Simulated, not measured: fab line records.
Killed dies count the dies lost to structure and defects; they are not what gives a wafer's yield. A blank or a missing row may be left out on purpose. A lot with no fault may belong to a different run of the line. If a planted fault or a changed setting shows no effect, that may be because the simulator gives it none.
A struck lot beside a sound one    flow nandHarc    14 steps out of a route of 1302
Sound: wafers L850.1, L850.3, L850.6. Struck: wafers L845.1, L845.3, L845.4. The cause comes at the end.
Each step with rows lists, per side, the tool, then ch with its chambers, then its first start. Under that, the readings that differ: sound wafers    struck wafers    difference of the means    sigmas: that difference in standard deviations of wafers without a fault.
alike: readings whose means differ by less than 2 such deviations, and words and numbers that are the same on both sides. not compared: withheld readings, readings that some wafer has no value for, bounds like >300 that may hide the same value, and numbers for which the record gives no deviation and whose values overlap.
A row with sigmas, a row that says differs or no value, or rows on one side alone: a step with any of these is where the two part. When numbers do not overlap yet have no deviation, they are printed without sigmas and do not part them. Lack of a reading on every wafer of one side parts them only where that side has two or more wafers.

first, 9 steps without rows for these wafers: NHARC_THIN_TSV_PVD_24 (deposits Al, target thk 800 nm); NHARC_THIN_TSV_DEHYDRATE_25 (time 120 s); NHARC_THIN_TSV_HMDS_26 (time 30 s); NHARC_THIN_TSV_COAT_27; NHARC_THIN_TSV_SOFTBAKE_28 (time 95 s); NHARC_THIN_TSV_EBR_29; NHARC_THIN_TSV_EXPOSE_30 (exposes mask PAD); NHARC_THIN_TSV_PEB_31 (peb time 85 s); NHARC_THIN_TSV_DEVELOP_32 (time 70 s).
NHARC_THIN_TSV_CD_MEAS_33: target cd 5000 nm.
  sound on cdSem-03 ch 0, day 29 15:23; struck on cdSem-01 ch 0, day 27 12:14
  alike: cdNm
then, 1 step without rows for these wafers: NHARC_THIN_TSV_HARDBAKE_34 (time 80 s).
NHARC_THIN_TSV_DESCUM_35: chemistry O2, time 3 s.
  sound on rieDiel-07 ch 0,1,3, day 29 15:32; struck on rieDiel-11 ch 1,2,3, day 27 12:24
  alike: drypumpMotorCurrentA, oesProductAu, rfVppV, showerheadPlenumPTorr, throttleValvePct
  not compared: rfHoursCounterH
NHARC_THIN_TSV_ETCH_59: etches the open film in Cl2/BCl3, target depth 880 nm, time 138.1 s.
  sound on rieMetal-02 ch 0,1, day 29 15:43; struck on rieMetal-03 ch 0,1, day 27 12:34
reading              sound              struck             difference  sigmas
oesProductAu (a.u.)  0.990 1.003 0.994  0.946 0.943 0.934  -0.055      -5
  alike: drypumpMotorCurrentA, heBacksideLeakSccm, throttleValvePct
  not compared: rfHoursCounterH
NHARC_THIN_TSV_ETCH_36: etches the open film in Cl2/BCl3, target depth 65 nm, time 18.571 s.
  sound on rieMetal-02 ch 0,1, day 29 15:56; struck on rieMetal-03 ch 0,1, day 27 12:47
  alike: drypumpMotorCurrentA, heBacksideLeakSccm, oesProductAu
  not compared: rfHoursCounterH

WHERE THEY PART
Only at NHARC_THIN_TSV_ETCH_59, as far as this record shows. Later steps at which nothing parts them and some readings are alike: NHARC_THIN_TSV_ETCH_36.

WHY: the cause the simulator had injected
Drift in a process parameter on rieMetal-03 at NHARC_THIN_TSV_ETCH_59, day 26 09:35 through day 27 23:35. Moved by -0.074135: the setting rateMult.
